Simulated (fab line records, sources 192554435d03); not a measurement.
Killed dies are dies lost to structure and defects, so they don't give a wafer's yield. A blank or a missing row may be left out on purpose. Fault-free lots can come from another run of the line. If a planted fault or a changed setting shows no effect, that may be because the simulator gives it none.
Split-lot study / flow n5-finfet / route with 1938 steps; 7 lots, 21 wafers read

## ABOUT THE SPLIT
At N5_BEOL_M14_SPUTTER_43 (material TaN, target thk 15 nm, time 24.19 s), the setting power-w was moved away from the recipe's 15000 W on 8 of the 21 wafers read, by -16.1% to +12.3%. For the rest of the wafers, this setting stayed at what the recipe calls for.

## FROM THE SPLIT TO THE READING: what the file shows between them, 4 steps
- N5_BEOL_M14_SPUTTER_44: material Ta, target thk 15 nm, time 24.19 s
- N5_BEOL_M14_SPUTTER_45: material Cu, target thk 100 nm, time 16.67 s
- N5_BEOL_M14_ECD_47: material Cu, target thk 1248 nm
- N5_BEOL_M14_ANNEAL_48: time 90 s

## THE READING
barrier-field-endpoint-s, in s, at N5_BEOL_M14_CMP_49 (polishes, stops on SiO2, t overpolish 5.2 s, target thk 560 nm). On this fab line, fault-free wafers typically give 11.37 s with a standard deviation of 0.2 s.

wafer=L075.4; tool, chamber at the split=pvd-sputter-01, -; power-w as run, W=12590; against the recipe=-16.1%; barrier-field-endpoint-s, s=10.48; against lot-mates on the recipe=-0.97
wafer=L075.6; tool, chamber at the split=pvd-sputter-01, -; power-w as run, W=15000; against the recipe=recipe; barrier-field-endpoint-s, s=11.31; against lot-mates on the recipe=-
wafer=L075.5; tool, chamber at the split=pvd-sputter-01, -; power-w as run, W=15000; against the recipe=recipe; barrier-field-endpoint-s, s=11.59; against lot-mates on the recipe=-
wafer=L077.2; tool, chamber at the split=pvd-sputter-03, -; power-w as run, W=15000; against the recipe=recipe; barrier-field-endpoint-s, s=11.45; against lot-mates on the recipe=-
wafer=L077.1; tool, chamber at the split=pvd-sputter-03, -; power-w as run, W=16340; against the recipe=+8.9%; barrier-field-endpoint-s, s=11.96; against lot-mates on the recipe=+0.51
wafer=L077.5; tool, chamber at the split=pvd-sputter-03, -; power-w as run, W=16340; against the recipe=+8.9%; barrier-field-endpoint-s, s=11.76; against lot-mates on the recipe=+0.31
wafer=L076.1; tool, chamber at the split=pvd-sputter-03, -; power-w as run, W=15000; against the recipe=recipe; barrier-field-endpoint-s, s=11.16; against lot-mates on the recipe=-
wafer=L076.3; tool, chamber at the split=pvd-sputter-03, -; power-w as run, W=15000; against the recipe=recipe; barrier-field-endpoint-s, s=11.19; against lot-mates on the recipe=-
wafer=L076.6; tool, chamber at the split=pvd-sputter-03, -; power-w as run, W=15000; against the recipe=recipe; barrier-field-endpoint-s, s=11.25; against lot-mates on the recipe=-
wafer=L078.4; tool, chamber at the split=pvd-sputter-03, -; power-w as run, W=16850; against the recipe=+12.3%; barrier-field-endpoint-s, s=12.06; against lot-mates on the recipe=+0.93
wafer=L078.1; tool, chamber at the split=pvd-sputter-03, -; power-w as run, W=15000; against the recipe=recipe; barrier-field-endpoint-s, s=11.07; against lot-mates on the recipe=-
wafer=L078.5; tool, chamber at the split=pvd-sputter-03, -; power-w as run, W=15000; against the recipe=recipe; barrier-field-endpoint-s, s=11.20; against lot-mates on the recipe=-
wafer=L092.3; tool, chamber at the split=pvd-sputter-02, -; power-w as run, W=13920; against the recipe=-7.2%; barrier-field-endpoint-s, s=11.01; against lot-mates on the recipe=-0.53
wafer=L092.4; tool, chamber at the split=pvd-sputter-02, -; power-w as run, W=15000; against the recipe=recipe; barrier-field-endpoint-s, s=11.54; against lot-mates on the recipe=-
wafer=L092.5; tool, chamber at the split=pvd-sputter-02, -; power-w as run, W=13920; against the recipe=-7.2%; barrier-field-endpoint-s, s=10.76; against lot-mates on the recipe=-0.78
wafer=L095.4; tool, chamber at the split=pvd-sputter-01, -; power-w as run, W=15000; against the recipe=recipe; barrier-field-endpoint-s, s=11.44; against lot-mates on the recipe=-
wafer=L095.3; tool, chamber at the split=pvd-sputter-01, -; power-w as run, W=13100; against the recipe=-12.7%; barrier-field-endpoint-s, s=10.69; against lot-mates on the recipe=-0.90
wafer=L095.5; tool, chamber at the split=pvd-sputter-01, -; power-w as run, W=15000; against the recipe=recipe; barrier-field-endpoint-s, s=11.75; against lot-mates on the recipe=-
wafer=L096.1; tool, chamber at the split=pvd-sputter-01, -; power-w as run, W=15000; against the recipe=recipe; barrier-field-endpoint-s, s=11.70; against lot-mates on the recipe=-
wafer=L096.2; tool, chamber at the split=pvd-sputter-01, -; power-w as run, W=15000; against the recipe=recipe; barrier-field-endpoint-s, s=11.26; against lot-mates on the recipe=-
wafer=L096.4; tool, chamber at the split=pvd-sputter-01, -; power-w as run, W=14250; against the recipe=-5.0%; barrier-field-endpoint-s, s=11.06; against lot-mates on the recipe=-0.42

FIT RESULTS
A straight line over all 21 wafers: barrier-field-endpoint-s changes by +0.0566 s for each +1% of power-w; r = +0.90; the points scatter about the line by 0.18 s.
The same after taking each lot's own level away (the mean of its wafers on the recipe; 21 wafers): +0.0661 s for each +1%; r = +0.95; scatter 0.14 s.
On that fit, the largest move of power-w shifts the reading by 1.1 s.
Across the lots, their own levels run from 11.135 to 11.595 s, a range of 2.3 times the standard deviation given above.
So the slope is not independent of the lot-to-lot level: the two fits are not the same.
Check: -1.15 s against its lot-mates is what the line predicts for one of the wafers moved furthest among these (-16.1%) when that wafer is left out of the fit. Against them it came out at -0.97 s.

## THE WHOLE CHAIN: every reading that the file lists as answering this split, in the file's order
step=N5_BEOL_M14_SPUTTER_43; what it does=material TaN, target thk 15 nm, time 24.19 s; reading=TaN_of_BEOL_M14_SPUTTER_43.thk-nm (the simulator's own value, which no gauge read); change (the file's fit)=+0.151 nm for each +1% of the setting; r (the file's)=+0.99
step=N5_BEOL_M14_CMP_49; what it does=polishes, stops on SiO2, t overpolish 5.2 s, target thk 560 nm; reading=barrier-field-endpoint-s; change (the file's fit)=+0.0672 s for each +1% of the setting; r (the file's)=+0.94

## THE FILE'S OWN FIT
barrier-field-endpoint-s changes by +0.0672 s for each +1% of power-w, r = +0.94.
